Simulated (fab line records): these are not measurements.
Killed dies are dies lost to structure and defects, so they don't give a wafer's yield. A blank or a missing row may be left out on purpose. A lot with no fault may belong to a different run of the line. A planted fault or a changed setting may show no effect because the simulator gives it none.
One fault through the eyes of 2 desks -- flow nandHarc -- what lay behind the numbers comes last; until then each desk has only its own

## TOOL OWNER'S DESK, rieDiel-12
The tool's own readings at NHARC_A_CONTACT_ETCH_77 (etches the open film in CF4/CHF3, target depth 108.9 nm, time 54.5 s): means of the sampled wafers that have a number, for each lot that ran on this tool. A lot is out of limits, marked OUT, if its mean lies more than 4 standard deviations from the usual mean; the brackets give that distance.
Columns: A = drypumpMotorCurrentA at NHARC_A_CONTACT_ETCH_77, usual 5.8 A; B = oesProductAu at NHARC_A_CONTACT_ETCH_77, usual 0.938 a.u.; C = rfFwdPowerW at NHARC_A_CONTACT_ETCH_77, usual 495.1 W; D = rfVppV at NHARC_A_CONTACT_ETCH_77, usual 369.9 V; E = runLengthS at NHARC_A_CONTACT_ETCH_77, usual 75.9 s; F = showerheadPlenumPTorr at NHARC_A_CONTACT_ETCH_77, usual 1.55 Torr; G = throttleValvePct at NHARC_A_CONTACT_ETCH_77, usual 16.803 %
lot,first seen here,A,B,C,D,E,F,G
L748,day 22 08:29,6.0,0.931,492.5,369.4,75.8,1.56,16.809
L749,day 22 17:08,6.1,0.976,496.1,368.6,75.6,1.51,16.805
L752,day 23 13:44,5.6,0.949,493.7,370.6,76.2,1.55,16.812
L753,day 24 05:14,5.9,0.933,495.5,366.5,72.0 (-9.7) OUT,1.48,16.813
L754,day 24 19:44,6.1,0.924,496.3,368.8,68.5 (-18) OUT,1.51,16.797
L755,day 25 15:42,6.0,0.927,492.7,370.4,72.2 (-9.2) OUT,1.54,16.809
L766,day 29 22:14,5.9,0.972,497.7,373.0,75.9,1.65,16.803
L769,day 30 13:20,6.1,0.914,496.2,371.1,75.8,1.58,16.808
L771,day 31 19:14,6.0,0.922,495.0,369.5,76.0,1.53,16.809
This desk's finding: out of limits on L753, L754, L755; first on L753, day 24 05:14 (runLengthS at NHARC_A_CONTACT_ETCH_77). L748, L749, L752, L766, L769, L771 stayed within limits.

## THE DEFECT DESK
Per lot, the means of the sampled wafers with a number show what the inspections along the route counted. A lot is out of limits, marked OUT, if its mean lies more than 4 standard deviations from the usual mean; the brackets give that distance.
Columns: A = rawDefectCount at NHARC_A_CONTACT_INSPECT_71, usual 85
lot,first seen here,A
L748,day 22 07:53,111
L749,day 22 16:23,89
L750,day 22 19:30,53
L752,day 23 13:09,114
L753,day 24 04:39,57
L754,day 24 19:08,68
L755,day 25 15:07,25
L765,day 29 02:26,27
L766,day 29 21:39,37
L767,day 29 22:08,140
L769,day 30 12:46,59
L768,day 30 13:53,86
L771,day 31 18:39,131
This desk found nothing out of limits on any of the 13 lots.

## ALL TOGETHER
The tool owner's desk could have raised an alarm at day 24 05:14, on L753, L754, L755.
Nothing the defect desk looked at was out of limits.
The defect desk has L753, L754, L755 on record, within its limits.
Every lot named ran NHARC_A_CONTACT_ETCH_77 on rieDiel-12.

## WHAT WAS PUT IN BY THE SIMULATOR
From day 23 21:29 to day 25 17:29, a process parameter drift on rieDiel-12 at NHARC_A_CONTACT_ETCH_77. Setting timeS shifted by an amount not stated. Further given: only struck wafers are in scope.
Lots struck among those shown: L753, L754, L755.
Time in hours from fault onset to the first out-of-limits reading at each desk: the tool owner's desk, 8.
